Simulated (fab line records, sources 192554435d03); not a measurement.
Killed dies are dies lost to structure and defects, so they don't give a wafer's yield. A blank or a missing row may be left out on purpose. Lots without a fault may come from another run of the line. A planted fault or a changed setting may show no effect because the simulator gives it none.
fab line records | flow n5_finfet
record lots=5 wafers=15 last_day=19
route steps=1938 shown GATE_CUT@488 BEOL_M4@1111 PASSIVATION@1936
lots that met no fault: from a run of the same line without faults
start_h: hours from the record's first day to the start of the lot's first wafer shown | wait_h: hours since the lot's step before | " the same as in the row above | L1.1+2: a row that stands for several wafers | - no value, or no start given | * or withheld: withheld | < > ~ a bound
route shown NAME@n: a module of which the file shows steps, and the number in the route of the first | usual: mean/standard deviation of fault-free wafers | same: alike in all rows | chamber/n: place in a boat | sites: the reading at each site | _std_site: their standard deviation | _edge_site: outer sites' mean less inner sites' | radius_mm: how far each site lies from the wafer's centre | mask NAME#n: copy n | behind: the tool/chamber that last shaped the wafer | hold: why the lot was held/for how many hours/how that ended | device: the transistor (n, p or np) that didn't switch | end of line: the same wafers' tests at the end of the route | a step without rows: its recipe alone | killed: dies lost to structure and defects at the first sort, not the wafer's yield | map: a wafer's dies, x killed, . not, _ none there
set.NAME: the setting as run; set.NAME@STEP: as run at that earlier step | model.NAME: the simulator's own value behind a step, which no gauge read
lots at some steps of the route; a table a step, a row a wafer
services: from which hour (start_h, from the record's first day; less than 0 if before it) a tool's chamber was out of use, for how many hours, and why
## steps
# step N5_GATE_CUT_OVL_MEAS_14
# recipe points_per_wafer=522
# usual GATE_CUT_OVL=-0.4/0.76
# columns lot.wafer tool chamber start_h wait_h GATE_CUT_OVL[nm]
L372.1 overlay-01 0 111.29 0.0 -1.8
L372.2 " 0 " " -2.0
L372.3 " 0 " " -1.6
L376.3 overlay-02 0 126.82 0.0 -0.8
L376.4 " 0 " " -0.2
L376.5 " 0 " " -0.1
L384.1 overlay-01 0 180.25 0.0 -0.2
L384.4 " 0 " " -0.8
L384.6 " 0 " " -1.7
L388.1 overlay-01 0 202.07 0.0 -1.0
L388.3 " 0 " " -0.6
L388.5 " 0 " " -1.5
L392.2 overlay-02 0 222.50 0.0 1.1
L392.3 " 0 " " 1.1
L392.4 " 0 " " -0.6
# step N5_GATE_CUT_INSPECT_15
# recipe mode=adi inspect_instrument=brightfield
# usual raw_defect_count=128/43
# columns lot.wafer tool chamber start_h wait_h raw_defect_count
L372.1 defect_inspect-02 - 111.35 0.1 138
L372.2 " - " " 132
L372.3 " - " " 163
L376.3 defect_inspect-02 - 126.87 0.0 148
L376.4 " - " " 166
L376.5 " - " " 230
L384.1 defect_inspect-01 - 180.31 0.1 103
L384.4 " - " " 80
L384.6 " - " " 102
L388.1 defect_inspect-02 - 202.13 0.1 101
L388.3 " - " " 94
L388.5 " - " " 148
L392.2 defect_inspect-01 - 222.56 0.0 119
L392.3 " - " " 73
L392.4 " - " " 109
# step N5_GATE_CUT_DESCUM_18
# recipe chemistry=O2 time_s=7 source_power_w=50 bias_power_w=20 pressure_mtorr=20 rf_frequency_hz=2.712e+07 temp_c=40 resist=CAR-EUV o2_flow_sccm=225
# usual drypump_motor_current_A=5.5/0.34 oes_product_au=0.75/0.077 rf_vpp_V=242.5/1.3 showerhead_plenum_p_Torr=2.06/0.064 throttle_valve_pct=20.46/0.24
# same time_s=7
# columns lot.wafer tool chamber start_h wait_h drypump_motor_current_A oes_product_au rf_hours_counter_h rf_vpp_V showerhead_plenum_p_Torr throttle_valve_pct
L372.1 rie_diel-04 1 111.38 0.0 6.2 0.71 214 239.6 1.98 20.56
L372.2 " 0 " " 5.8 1.02 0 241.8 2.08 20.27
L372.3 " 3 " " 5.7 0.68 222 241.8 2.06 20.59
L376.3 rie_diel-06 2 126.99 0.1 5.2 0.72 198 244.8 2.17 20.47
L376.4 " 3 " " 5.4 0.75 155 242.6 2.03 20.90
L376.5 " 1 " " 5.6 0.75 - 241.3 2.00 20.32
L384.1 rie_diel-02 2 180.44 0.1 5.5 0.70 232 243.9 2.06 20.29
L384.4 " 2 " " 5.5 0.71 - 241.3 2.06 20.31
L384.6 " 1 " " 6.1 0.71 - 240.8 1.98 20.06
L388.1 rie_diel-04 0 202.27 0.1 5.8 0.93 21 241.5 2.07 20.29
L388.3 " 1 " " 6.3 0.69 235 243.4 1.98 20.59
L388.5 " 3 " " 5.7 0.67 - 242.5 2.06 20.61
L392.2 rie_diel-02 3 222.59 0.0 5.7 0.70 234 242.7 2.06 20.73
L392.3 " 0 " " 5.4 0.95 14 243.7 2.13 20.21
L392.4 " 1 " " 6.0 0.70 197 242.2 1.98 20.10
# step N5_GATE_CUT_ETCH_28
# recipe chemistry=N2/H2 target=underlayer target_depth_a=130 mask_material=CAR-EUV time_s=10.4 ion_energy_ev=200 pressure_mtorr=30 source_w=840 bias_w=150 n2_flow_sccm=200 h2_flow_sccm=200 ends=cleared
# usual bias_w=150.0/0.5 drypump_motor_current_A=5.5/0.34 etch_rf_on_time_s=10.4/0.3 oes_product_au=0.64/0.063 rf_vpp_V=522.8/2.4 showerhead_plenum_p_Torr=2.51/0.079 throttle_valve_pct=17.90/0.23
# columns lot.wafer tool chamber start_h wait_h bias_w drypump_motor_current_A etch_rf_on_time_s oes_product_au rf_hours_counter_h rf_vpp_V showerhead_plenum_p_Torr throttle_valve_pct
L372.1 rie_diel-04 1 111.41 0.0 150.0 6.2 10.3 0.61 214 519.9 2.42 18.14
L372.2 " 0 " " 149.6 5.8 10.1 0.88 0 522.6 2.51 17.54
L372.3 " 3 " " 150.4 5.7 10.1 0.59 222 523.9 2.51 18.07
L376.3 rie_diel-06 2 127.03 0.0 148.9 5.2 10.2 0.62 198 526.9 2.64 17.98
L376.4 " 3 " " 150.1 5.3 10.2 0.64 155 520.8 2.44 18.07
L376.5 " 1 " " 149.1 5.7 9.8 0.65 - 519.2 2.41 17.64
L384.1 rie_diel-02 2 180.47 0.0 150.7 5.5 10.7 0.60 232 523.9 2.51 17.80
L384.4 " 2 " " 150.0 5.5 10.6 0.60 - 522.8 2.51 17.82
L384.6 " 1 " " 150.3 6.1 10.9 0.60 - 520.9 2.43 17.67
L388.1 rie_diel-04 0 202.31 0.0 149.1 5.8 10.1 0.79 21 521.4 2.50 17.59
L388.3 " 1 " " 149.9 6.3 10.2 0.60 235 519.3 2.41 18.16
L388.5 " 3 " " 149.7 5.7 10.0 0.59 - 523.8 2.51 18.10
L392.2 rie_diel-02 3 222.63 0.0 149.8 5.7 10.4 0.60 234 521.4 2.50 18.21
L392.3 " 0 " " 150.3 5.4 10.4 0.79 14 526.2 2.59 17.67
L392.4 " 1 " " 150.7 6.1 10.9 0.59 197 518.6 2.43 17.69
# step N5_GATE_CUT_ETCH_36
# recipe chemistry=CF4 target=SiARC target_depth_a=130 mask_material=CAR-EUV time_s=21.7 ion_energy_ev=80 pressure_mtorr=40 source_w=545 bias_w=36 Ar_flow_sccm=100 cf4_flow_sccm=100 ends=cleared
# usual bias_w=35.99/0.11 drypump_motor_current_A=5.5/0.34 etch_rf_on_time_s=21.8/0.62 oes_product_au=0.64/0.064 rf_vpp_V=183.7/1.2 showerhead_plenum_p_Torr=2.11/0.059 throttle_valve_pct=15.62/0.22
# columns lot.wafer tool chamber start_h wait_h bias_w drypump_motor_current_A etch_rf_on_time_s oes_product_au rf_hours_counter_h rf_vpp_V showerhead_plenum_p_Torr throttle_valve_pct
L372.1 rie_diel-04 1 111.43 0.0 35.78 6.2 21.5 0.60 214 182.3 2.04 15.77
L372.2 " 0 " " 36.03 5.8 21.1 0.87 0 184.2 2.11 15.24
L372.3 " 3 " " 35.83 5.6 20.9 0.60 222 184.5 2.10 15.75
L376.3 rie_diel-06 2 127.05 0.0 36.10 5.2 21.2 0.63 198 186.2 2.21 15.68
L376.4 " 3 " " 36.10 5.4 21.4 0.65 155 182.3 2.05 15.89
L376.5 " 1 " " 35.98 5.6 20.7 0.65 - 183.3 2.06 15.57
L384.1 rie_diel-02 2 180.49 0.0 36.02 5.5 22.2 0.60 232 183.7 2.11 15.58
L384.4 " 2 " " 35.89 5.5 22.3 0.60 - 182.8 2.11 15.57
L384.6 " 1 " " 35.91 6.0 22.9 0.60 - 183.1 2.04 15.35
L388.1 rie_diel-04 0 202.33 0.0 36.21 5.8 21.0 0.80 21 183.6 2.11 15.28
L388.3 " 1 " " 35.96 6.3 21.2 0.59 235 183.5 2.03 15.82
L388.5 " 3 " " 36.04 5.7 21.1 0.59 - 184.2 2.10 15.78
L392.2 rie_diel-02 3 222.64 0.0 35.95 5.7 21.8 0.61 234 183.5 2.10 15.88
L392.3 " 0 " " 35.86 5.4 21.7 0.80 14 185.9 2.18 15.41
L392.4 " 1 " " 35.97 6.0 22.7 0.59 197 181.9 2.04 15.39
# step N5_GATE_CUT_ETCH_37
# recipe chemistry=N2/H2 target=SOC target_depth_a=600 overetch_a=120 mask_material=SiARC temp_c=40 time_s=90 ion_energy_ev=200 pressure_mtorr=30 source_w=840 bias_w=150 n2_flow_sccm=200 h2_flow_sccm=200
# step N5_GATE_CUT_STRIP_38
# recipe chemistry=N2/H2 temp_c=40 n2_flow_sccm=200 h2_flow_sccm=200 rf_frequency_hz=6e+07
# step N5_GATE_CUT_STRIP_39
# recipe chemistry=N2/H2 temp_c=40 n2_flow_sccm=200 h2_flow_sccm=200 rf_frequency_hz=6e+07
# step N5_GATE_CUT_HM_OPEN_40
# recipe chemistry=C4F6/O2 target=SiO2 mask_material=SiARC target_depth_a=1390 time_s=85.1 ion_energy_ev=250 pressure_mtorr=30 source_w=345 bias_w=185 Ar_flow_sccm=300 C4F6_flow_sccm=10 O2_flow_sccm=10 ends=cleared
# step N5_GATE_CUT_STRIP_41
# recipe chemistry=CF4 resist=SiARC power_w=300 bias_power_w=75 pressure_mtorr=50 cf4_flow_sccm=150 rf_frequency_hz=6e+07
# step N5_GATE_CUT_STRIP_42
# recipe chemistry=O2 power_w=400 temp_c=40 pressure_mtorr=30 rf_frequency_hz=6e+07 bias_power_w=0 overash_fraction=0.3 o2_flow_sccm=225
# usual drypump_motor_current_A=5.5/0.34 oes_product_au=0.75/0.076 rf_vpp_V=3.7/0.52 showerhead_plenum_p_Torr=2.07/0.064 throttle_valve_pct=16.72/0.23
# same overash_fraction=0.3
# columns lot.wafer tool chamber start_h wait_h drypump_motor_current_A oes_product_au rf_hours_counter_h rf_vpp_V showerhead_plenum_p_Torr throttle_valve_pct
L372.1 rie_diel-04 1 111.62 0.0 6.3 0.70 214 3.8 1.99 16.82
L372.2 " 0 " " 5.8 1.01 0 4.1 2.08 16.42
L372.3 " 3 " " 5.7 0.68 222 3.8 2.07 16.87
L376.3 rie_diel-06 2 127.24 0.0 5.2 0.71 198 3.2 2.18 16.75
L376.4 " 3 " " 5.3 0.75 155 3.3 2.03 17.10
L376.5 " 1 " " 5.6 0.75 - 5.1 2.00 16.57
L384.1 rie_diel-02 2 180.68 0.0 5.5 0.70 232 4.7 2.06 16.61
L384.4 " 2 " " 5.5 0.71 - 3.8 2.06 16.62
L384.6 " 1 " " 6.0 0.71 - 3.5 1.99 16.36
L388.1 rie_diel-04 0 202.52 0.0 5.8 0.93 21 4.2 2.08 16.45
L388.3 " 1 " " 6.3 0.69 235 4.1 1.98 16.85
L388.5 " 3 " " 5.6 0.68 - 3.3 2.06 16.89
L392.2 rie_diel-02 3 222.84 0.0 5.7 0.70 235 3.4 2.07 16.98
L392.3 " 0 " " 5.4 0.94 14 3.4 2.13 16.45
L392.4 " 1 " " 6.0 0.70 197 4.0 1.98 16.38
# step N5_GATE_CUT_ETCH_19
# recipe chemistry=CH3F/O2 target=SiNx mask_material=SiO2 target_depth_a=537 time_s=76.7 pressure_mtorr=30 source_w=395 bias_w=73 Ar_flow_sccm=150 CH3F_flow_sccm=30 O2_flow_sccm=20 ion_energy_ev=120 ends=cleared
# step N5_GATE_CUT_CUT_ETCH_53
# recipe chemistry=SF6/Cl2 target=W mask_material=SiO2 target_depth_a=792 pressure_mtorr=8 icp_w=900 bias_w=80 SF6_flow_sccm=40 Cl2_flow_sccm=60 ends=cleared
# usual bias_w=79.98/0.22 drypump_motor_current_A=5.9/0.31 etch_rf_on_time_s=26.2/0.44 oes_product_au=0.71/0.067 throttle_valve_pct=29.0/0.35
# columns lot.wafer tool chamber start_h wait_h bias_w drypump_motor_current_A etch_rf_on_time_s oes_product_au rf_hours_counter_h throttle_valve_pct
L372.1 rie_metal-01 0 111.77 0.1 79.83 5.9 26.7 0.71 35 28.8
L372.2 " 1 " " 79.78 6.1 26.1 0.71 33 29.5
L372.3 " 0 " " 79.80 6.0 26.5 0.71 - 28.8
L376.3 rie_metal-01 1 127.40 0.1 80.00 6.0 25.8 0.70 - 29.5
L376.4 " 0 " " 79.62 5.9 26.8 0.71 - 28.8
L376.5 " 0 " " 79.65 5.9 26.8 0.71 - 28.8
L384.1 rie_metal-03 0 180.83 0.1 80.16 6.2 26.0 0.76 25 28.9
L384.4 " 0 " " 80.06 6.2 19.8 0.91 - 28.9
L384.6 " 1 " " 80.19 6.0 26.5 0.57 - 28.8
L388.1 rie_metal-01 1 202.67 0.1 80.35 6.0 25.8 0.69 41 29.6
L388.3 " 0 " " 79.63 5.9 26.6 0.69 - 28.8
L388.5 " 1 " " 80.57 6.1 25.8 0.69 - 29.6
L392.2 rie_metal-01 1 222.98 0.1 80.19 6.0 25.9 0.68 43 29.6
L392.3 " 0 " " 80.05 5.9 26.7 0.69 - 28.8
L392.4 " 1 " " 79.99 6.0 25.9 0.68 - 29.6
# step N5_GATE_CUT_CUT_ETCH_54
# recipe chemistry=Cl2/BCl3 target=TiN mask_material=SiO2 target_depth_a=967 pressure_mtorr=10 icp_w=1000 bias_w=126 Cl2_flow_sccm=53.25 bcl3_flow_sccm=21.75 Ar_flow_sccm=25 ends=cleared
# usual bias_w=126.0/0.38 drypump_motor_current_A=5.9/0.3 etch_rf_on_time_s=36.6/0.7 oes_product_au=0.71/0.067 throttle_valve_pct=22.32/0.26
# columns lot.wafer tool chamber start_h wait_h bias_w drypump_motor_current_A etch_rf_on_time_s oes_product_au rf_hours_counter_h throttle_valve_pct
L372.1 rie_metal-01 0 111.83 0.0 126.1 5.9 37.7 0.70 35 22.13
L372.2 " 1 " " 125.9 6.0 36.0 0.71 33 22.70
L372.3 " 0 " " 126.2 5.9 37.3 0.71 - 22.11
L376.3 rie_metal-01 1 127.46 0.0 126.8 6.1 35.7 0.71 - 22.69
L376.4 " 0 " " 125.9 5.9 36.8 0.72 - 22.12
L376.5 " 0 " " 126.3 5.9 36.9 0.71 - 22.12
L384.1 rie_metal-03 0 180.89 0.0 126.4 6.3 35.7 0.77 25 22.20
L384.4 " 0 " " 125.7 6.3 36.2 0.76 - 22.22
L384.6 " 1 " " 125.8 6.0 36.8 0.57 - 22.35
L388.1 rie_metal-01 1 202.73 0.0 126.1 6.0 35.3 0.70 41 22.69
L388.3 " 0 " " 126.1 5.9 37.0 0.69 - 22.13
L388.5 " 1 " " 125.5 6.0 35.4 0.70 - 22.72
L392.2 rie_metal-01 1 223.04 0.0 126.1 6.1 36.2 0.68 43 22.73
L392.3 " 0 " " 126.8 5.9 36.8 0.69 - 22.12
L392.4 " 1 " " 126.4 6.0 36.2 0.68 - 22.72
# step N5_BEOL_M4_RC_MEAS_101
# usual DIBL_N=36.0/1.7 DIBL_P=36.2/1.9 IOFF_N=0.154/0.028 IOFF_P=0.21/0.036 ION_N=675/11 ION_P=463/8.3 SS_N=71.4/0.63 SS_P=73.2/0.55 VT_N=250.2/3 VT_P=-251/3.7
# columns lot.wafer tool chamber start_h wait_h DIBL_N[mV/V] DIBL_P[mV/V] IOFF_N[nA/um] IOFF_P[nA/um] ION_N[uA/um] ION_P[uA/um] SS_N[mV/dec] SS_P[mV/dec] VT_N[mV] VT_P[mV]
L372.1 prober-02 0 243.98 0.0 35.0 34.9 0.137 0.19 668 458 70.6 73.7 249.0 -252
L372.2 " 0 " " 37.1 36.2 0.167 0.22 678 463 71.9 73.6 248.0 -249
L372.3 " 0 " " 36.0 34.9 0.140 0.19 665 451 70.7 72.7 251.1 -251
L376.3 prober-01 0 269.66 0.3 36.8 37.1 0.153 0.19 686 458 72.4 73.3 250.4 -256
L376.4 " 0 " " 35.6 34.6 0.127 0.16 666 453 71.8 72.2 252.1 -255
L376.5 " 0 " " 35.6 35.9 0.129 0.18 661 455 70.7 73.1 252.2 -252
L384.1 prober-02 0 309.89 0.0 38.5 38.5 0.199 0.30 691 477 71.6 74.1 245.0 -244
L384.4 " 0 " " 38.5 38.3 0.193 0.28 682 476 72.0 73.6 244.9 -244
L384.6 " 0 " " 36.8 36.4 0.144 0.25 672 472 70.6 73.4 249.5 -246
L388.1 prober-01 0 339.84 0.0 37.6 37.2 0.167 0.23 667 467 71.5 73.9 250.3 -249
L388.3 " 0 " " 35.0 34.2 0.129 0.19 669 456 70.8 72.8 252.8 -248
L388.5 " 0 " " 35.9 36.0 0.144 0.21 660 460 71.6 73.5 253.2 -248
L392.2 prober-02 0 347.19 0.2 34.4 35.4 0.131 0.19 682 469 70.7 72.8 252.0 -249
L392.3 " 0 " " 40.2 41.1 0.244 0.28 697 463 72.4 74.3 245.3 -248
L392.4 " 0 " " 36.7 37.8 0.166 0.23 670 461 72.1 73.2 249.8 -246
# step N5_PASSIVATION_PROBE_49
# usual defect_limited_yield=90.9/1.4 killed_at_M0_to_M3=38/11 killed_at_M4_up=13/5.9 killed_at_contacts=14/6.4 killed_at_front_end=38/11 killed_at_other=3.3/2.5 killed_dies=107/16 killed_open=70/12 killed_short=35/7.7 sort_bin_4_leakage=0.00/0.007 sort_bin_5_function=5.3/0.94 sort_bin_6_memory=3.5/0.7 sort_n_pass=1073/16 sort_yield_pct=90.9/1.4
# same gross_dies=1180 killed_at_back_side=0 sort_bin_8_speed[%]=0
# columns lot.wafer tool chamber start_h wait_h defect_limited_yield[%] killed_at_M0_to_M3 killed_at_M4_up killed_at_contacts killed_at_front_end killed_at_other killed_dies killed_open killed_short sort_bin_4_leakage[%] sort_bin_5_function[%] sort_bin_6_memory[%] sort_n_pass sort_yield_pct[%]
L372.1 prober-01 - 349.66 0.0 90.6 25 11 16 56 3 111 66 43 0 5.7 3.3 1069 90.6
L372.2 prober-01 - 349.71 0.1 90.4 24 7 25 53 4 113 75 35 0 5.7 3.6 1067 90.4
L372.3 prober-01 - 349.76 0.1 90.6 26 9 16 60 0 111 69 41 0 4.7 4.4 1069 90.6
L376.3 prober-02 - 381.90 0.1 89.4 46 22 11 43 3 125 93 30 0 6.2 3.8 1055 89.4
L376.4 prober-02 - 381.95 0.2 90.6 34 24 8 41 4 111 72 38 0 6.0 3.0 1069 90.6
L376.5 prober-02 - 382.00 0.2 93.0 28 17 13 25 0 83 61 21 0 4.5 2.4 1097 93.0
L384.1 prober-01 - 417.35 0.0 91.6 52 7 10 30 0 99 60 37 0 4.5 3.6 1081 91.6
L384.4 prober-01 - 417.50 0.2 89.3 64 15 11 30 6 126 84 41 0 6.6 3.8 1054 89.3
L384.6 prober-01 - 417.60 0.3 91.4 49 9 13 30 1 102 61 38 0 4.9 3.2 1078 91.4
L388.1 prober-01 - 459.10 0.0 90.8 20 16 24 41 7 108 60 42 0 4.7 4.2 1072 90.8
L388.3 prober-01 - 459.20 0.1 92.2 20 11 17 44 0 92 61 28 0 4.7 3.0 1088 92.2
L388.5 prober-01 - 459.30 0.2 91.1 31 10 14 48 2 105 69 35 0 5.3 3.3 1075 91.1
L392.2 prober-01 - 464.56 0.3 89.0 46 18 21 39 6 130 76 52 0 5.0 5.4 1050 89.0
L392.3 prober-01 - 464.61 0.3 90.8 45 23 9 28 3 108 75 32 0.08 5.7 3.2 1071 90.8
L392.4 prober-01 - 464.66 0.4 90.3 43 18 18 34 2 115 76 38 0 5.7 3.7 1065 90.3
# killed by level:class
L372.1 FIN_SAQP:geometric_particle:open=15 FIN_SAQP:geometric_particle:short=14 MOL_CONTACT_COAG:geometric_particle:open=12 BEOL_M3:geometric_particle:open=7 GATE_CUT:geometric_particle:short=7 BEOL_M4:geometric_particle:open=6 GATE_CUT:geometric_particle:open=6 MOL_CONTACT_COAG:geometric_particle:short=4
L372.2 MOL_CONTACT_COAG:geometric_particle:open=20 FIN_SAQP:geometric_particle:open=17 BEOL_M0_SAQP:geometric_particle:open=10 FIN_SAQP:geometric_particle:short=9 BEOL_M0_SAQP:geometric_particle:short=8 STI_FIN_REVEAL:geometric_particle:open=6 GATE_CUT:geometric_particle:short=5 MOL_CONTACT_COAG:geometric_particle:short=5
L372.3 FIN_SAQP:geometric_particle:short=19 MOL_CONTACT_COAG:geometric_particle:open=13 FIN_SAQP:geometric_particle:open=12 STI_FIN_REVEAL:geometric_particle:open=9 BEOL_M0_SAQP:geometric_particle:short=7 BEOL_M3:geometric_particle:open=7 BEOL_M4:geometric_particle:open=6 DUMMY_GATE:geometric_particle:open=5
L376.3 BEOL_M3:geometric_particle:open=16 STI_FIN_REVEAL:geometric_particle:open=14 BEOL_M0_SAQP:geometric_particle:open=13 MOL_CONTACT_COAG:geometric_particle:open=10 BEOL_M4:geometric_particle:open=10 FIN_SAQP:geometric_particle:open=7 BEOL_M0_SAQP:geometric_particle:short=6 BEOL_M4:geometric_particle:short=5
L376.4 BEOL_M0_SAQP:geometric_particle:short=12 BEOL_M4:geometric_particle:open=12 FIN_SAQP:geometric_particle:open=9 FIN_SAQP:geometric_particle:short=8 MOL_CONTACT_COAG:geometric_particle:open=7 BEOL_M0_SAQP:geometric_particle:open=7 BEOL_M5:geometric_particle:open=6 GATE_CUT:geometric_particle:open=5
L376.5 MOL_CONTACT_COAG:geometric_particle:open=11 BEOL_M4:geometric_particle:open=9 BEOL_M0_SAQP:geometric_particle:open=7 FIN_SAQP:geometric_particle:short=6 STI_FIN_REVEAL:geometric_particle:open=6 BEOL_M1:geometric_particle:open=6 BEOL_M0_SAQP:geometric_particle:short=4 BEOL_M3:geometric_particle:open=4
L384.1 BEOL_M0_SAQP:geometric_particle:short=15 BEOL_M0_SAQP:geometric_particle:open=11 FIN_SAQP:geometric_particle:short=9 BEOL_M3:geometric_particle:open=9 FIN_SAQP:geometric_particle:open=8 BEOL_M1:geometric_particle:open=8 MOL_CONTACT_COAG:geometric_particle:open=5 BEOL_M2:geometric_particle:open=5
L384.4 BEOL_M0_SAQP:geometric_particle:open=16 BEOL_M3:geometric_particle:open=11 MOL_CONTACT_COAG:geometric_particle:open=9 BEOL_M1:geometric_particle:open=9 BEOL_M2:geometric_particle:open=8 BEOL_M0_SAQP:geometric_particle:short=7 FIN_SAQP:geometric_particle:short=6 BEOL_M3:geometric_particle:short=6
L384.6 BEOL_M0_SAQP:geometric_particle:short=14 BEOL_M1:geometric_particle:open=13 MOL_CONTACT_COAG:geometric_particle:open=10 BEOL_M0_SAQP:geometric_particle:open=9 FIN_SAQP:geometric_particle:short=6 GATE_CUT:geometric_particle:short=5 BEOL_M3:geometric_particle:open=5 FIN_SAQP:geometric_particle:open=4
L388.1 MOL_CONTACT_COAG:geometric_particle:open=17 FIN_SAQP:geometric_particle:short=8 GATE_CUT:geometric_particle:short=8 FIN_SAQP:geometric_particle:open=7 MOL_CONTACT_COAG:geometric_particle:short=5 BEOL_M2:geometric_particle:open=5 ILD0:geometric_particle:short=4 BEOL_M0_SAQP:geometric_particle:open=4
L388.3 FIN_SAQP:geometric_particle:open=17 MOL_CONTACT_COAG:geometric_particle:open=10 FIN_SAQP:geometric_particle:short=7 BEOL_M0_SAQP:geometric_particle:open=7 MOL_CONTACT_COAG:geometric_particle:short=6 BEOL_M0_SAQP:geometric_particle:short=6 STI_FIN_REVEAL:geometric_particle:open=5 BEOL_M4:geometric_particle:open=5
L388.5 FIN_SAQP:geometric_particle:open=14 MOL_CONTACT_COAG:geometric_particle:open=12 BEOL_M4:geometric_particle:open=8 FIN_SAQP:geometric_particle:short=7 BEOL_M0_SAQP:geometric_particle:short=6 BEOL_M0:geometric_particle:open=6 STI_FIN_REVEAL:geometric_particle:open=5 GATE_CUT:geometric_particle:short=5
L392.2 FIN_SAQP:geometric_particle:short=18 MOL_CONTACT_COAG:geometric_particle:open=18 BEOL_M0:geometric_particle:open=12 BEOL_M4:geometric_particle:open=10 BEOL_M0_SAQP:geometric_particle:short=7 FIN_SAQP:geometric_particle:open=5 DUMMY_GATE:geometric_particle:open=5 BEOL_M1:geometric_particle:open=5
L392.3 BEOL_M0_SAQP:geometric_particle:open=12 FIN_SAQP:geometric_particle:short=11 BEOL_M0:geometric_particle:open=8 BEOL_M2:geometric_particle:open=8 BEOL_M4:geometric_particle:open=8 FIN_SAQP:geometric_particle:open=7 MOL_CONTACT_COAG:geometric_particle:open=7 BEOL_M0_SAQP:geometric_particle:short=7
L392.4 MOL_CONTACT_COAG:geometric_particle:open=18 BEOL_M0_SAQP:geometric_particle:short=11 FIN_SAQP:geometric_particle:short=10 BEOL_M3:geometric_particle:open=10 BEOL_M0_SAQP:geometric_particle:open=6 BEOL_M0:geometric_particle:open=6 BEOL_M1:geometric_particle:open=6 GATE_CUT:geometric_particle:short=5
## services
# columns tool chamber start_h hours kind
rie_metal-03 - 99.25 2.8 pm
rie_diel-06 0 104.78 5.5 repair
rie_diel-04 - 116.06 28.1 pm
rie_diel-02 1 154.13 5.4 repair
rie_diel-02 0 165.92 - clean
rie_diel-02 0 165.92 - consumable_replace:focus_ring
rie_diel-02 0 165.92 16.7 scheduled_down
rie_diel-02 0 165.92 16.7 vent_cycle
rie_diel-04 3 167.41 8.7 repair
rie_diel-02 - 179.40 1.0 repair
rie_diel-06 2 189.08 10.0 repair
rie_diel-06 - 200.13 14.6 pm
## key
first_sign step=N5_GATE_CUT_CUT_ETCH_53 reading=etch_rf_on_time_s direction=down sigmas=15 usual=* struck=*
effect none on later readings
met_at N5_GATE_CUT_CUT_ETCH_53
struck_wafers L384.4
fault kind=process_parameter_drift tool=rie_metal-03 chamber=- onset_h=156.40 steps=N5_GATE_CUT_CUT_ETCH_53 channel=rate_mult offset=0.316 shape=step end_h=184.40 scope=struck_wafers_only
